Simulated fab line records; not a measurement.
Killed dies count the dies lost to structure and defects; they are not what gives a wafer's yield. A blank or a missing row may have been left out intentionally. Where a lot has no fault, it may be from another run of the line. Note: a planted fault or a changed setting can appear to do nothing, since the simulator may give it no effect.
Comparing a struck lot with a sound one ; flow n5Finfet ; 16 steps out of a route of 1938
Sound: the wafers L147.2, L147.3, L147.6. The struck wafers were L159.2, L159.4, L159.6. The cause comes at the end.
Order at every step that has rows: each side's tool, ch and its chambers, its first start. Under that, the readings that differ: sound wafers ; struck wafers ; difference of the means ; sigmas: that difference in standard deviations of wafers without a fault.
alike: a reading whose means differ by less than 2 such deviations, as well as words and numbers matching on both sides. not compared: withheld readings; readings where some wafer has no value; bounds like >300 that might hide an equal value; numbers whose values overlap and for which the record gives no deviation.
Wherever a step has rows on one side only, a row that says differs or no value, or a row with sigmas, the two part there. Numbers that have no deviation but don't overlap get no sigmas and don't part them. Lack of a reading on every wafer of one side parts them only where that side has two or more wafers.

first, 1 step without rows for these wafers: N5_MOL_CONTACT_COAG_DESCUM_13 (chemistry O2, time 7 s).
N5_MOL_CONTACT_COAG_ETCH_59: etches underlayer in N2/H2, target depth 13 nm, time 10.4 s.
  sound on rieDiel-05 ch 1,2, day 4 17:21; struck on rieDiel-05 ch 0,1, day 7 20:07
  alike: chamberPressureMTorr, drypumpMotorCurrentA, etchRfOnTimeS, oesProductAu, rfVppV, showerheadPlenumPTorr, throttleValvePct
  not compared: rfHoursCounterH
N5_MOL_CONTACT_COAG_ETCH_105: etches SiARC in CF4, target depth 15.6 nm, time 26 s.
  sound on rieDiel-05 ch 1,2, day 4 17:22; struck on rieDiel-05 ch 0,1, day 7 20:08
  alike: chamberPressureMTorr, drypumpMotorCurrentA, etchRfOnTimeS, oesProductAu, rfVppV, showerheadPlenumPTorr, throttleValvePct
  not compared: rfHoursCounterH
then, 3 steps without rows for these wafers: N5_MOL_CONTACT_COAG_ETCH_106 (etches SOC in N2/H2, target depth 80 nm, overetch 16 nm, time 120 s); N5_MOL_CONTACT_COAG_STRIP_107 (strips in N2/H2); N5_MOL_CONTACT_COAG_STRIP_108 (strips in N2/H2).
N5_MOL_CONTACT_COAG_CONTACT_ETCH_14: etches SiO2 in C4F6/O2, target depth 27.5 nm, overetch 8.5 nm, time 20 s.
  sound on rieDiel-05 ch 1,2, day 4 17:30; struck on rieDiel-05 ch 0,1, day 7 20:16
  alike: chamberPressureMTorr, drypumpMotorCurrentA, oesProductAu, rfVppV, showerheadPlenumPTorr, throttleValvePct
  not compared: rfHoursCounterH
then, 1 step without rows for these wafers: N5_MOL_CONTACT_COAG_STRIP_109 (strips in C4F6/O2).
N5_MOL_CONTACT_COAG_ETCH_15: etches SiNx in CH3F/O2, stops on Si:P, target depth 7 nm.
  sound on rieDiel-05 ch 1,2, day 4 17:32; struck on rieDiel-05 ch 0,1, day 7 20:19
  alike: chamberPressureMTorr, drypumpMotorCurrentA, oesProductAu, rfVppV, showerheadPlenumPTorr, throttleValvePct
  not compared: rfHoursCounterH
N5_MOL_CONTACT_COAG_ETCH_110: etches Si in CF4/O2, target depth 2.5 nm, time 8 s.
  sound on rieDiel-05 ch 1,2, day 4 17:35; struck on rieDiel-05 ch 0,1, day 7 20:22
  alike: chamberPressureMTorr, drypumpMotorCurrentA, oesProductAu, rfVppV, showerheadPlenumPTorr, throttleValvePct
  not compared: rfHoursCounterH
then, 1 step without rows for these wafers: N5_MOL_CONTACT_COAG_STRIP_98 (strips in N2/H2).
N5_MOL_CONTACT_COAG_CD_MEAS_99: the cd target is 17.2 nm.
  sound on cdSem-01, day 4 17:43; struck on cdSem-01, day 7 20:29
  alike: cdNm
N5_MOL_CONTACT_COAG_IMPLANT_129:
  sound on implanter-02 ch 0, day 4 17:46; struck on implanter-01 ch 0, day 7 20:33
reading;sound;struck;difference;sigmas
beamEnergyKeV;2.9986 3.0012 2.9985;1.5535 1.5554 1.5552;-1.4447;-99 or more
endStationPressureTorr (Torr);6.2e-06 6e-06 5.4e-06;1.01e-05 1.06e-05 1.08e-05;+4.63e-06;+12
model.implant.rpNm (nm);6.089 6.089 6.089;4.254 4.254 4.254;-1.835;
model.implant.drpNm (nm);2.134 2.134 2.134;1.432 1.432 1.432;-0.702;
then, 1 step without rows for these wafers: N5_MOL_CONTACT_COAG_PRECLEAN_111 (cleans in NF3:NH3, afs cycles 1, time 20 s, sublimation time 60 s).
-- a jump in the record: the struck wafers' starts before and after are 3 days apart (it breaks off in module MOL_CONTACT_COAG and resumes in module BEOL_M4, where the first step shown is number 1111 of the route) --
N5_BEOL_M4_RC_MEAS_101:
  sound on prober-01 ch 0, day 8 08:43; struck on prober-02 ch 0, day 11 01:13
  alike: DIBL_N, DIBL_P, IOFF_N, IOFF_P, ION_N, ION_P, SS_N, SS_P, VT_N, VT_P
N5_PASSIVATION_PROBE_49:
  the record holds rows for the sound wafers here (prober-01, day 13 00:11) but none for the struck ones

== WHERE THEY PART ==
First at N5_MOL_CONTACT_COAG_IMPLANT_129; last, within this record, at N5_PASSIVATION_PROBE_49.

WHY: what the simulator had put in
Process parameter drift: implanter-01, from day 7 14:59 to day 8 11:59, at N5_MOL_CONTACT_COAG_IMPLANT_129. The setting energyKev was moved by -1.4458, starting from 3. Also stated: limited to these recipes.
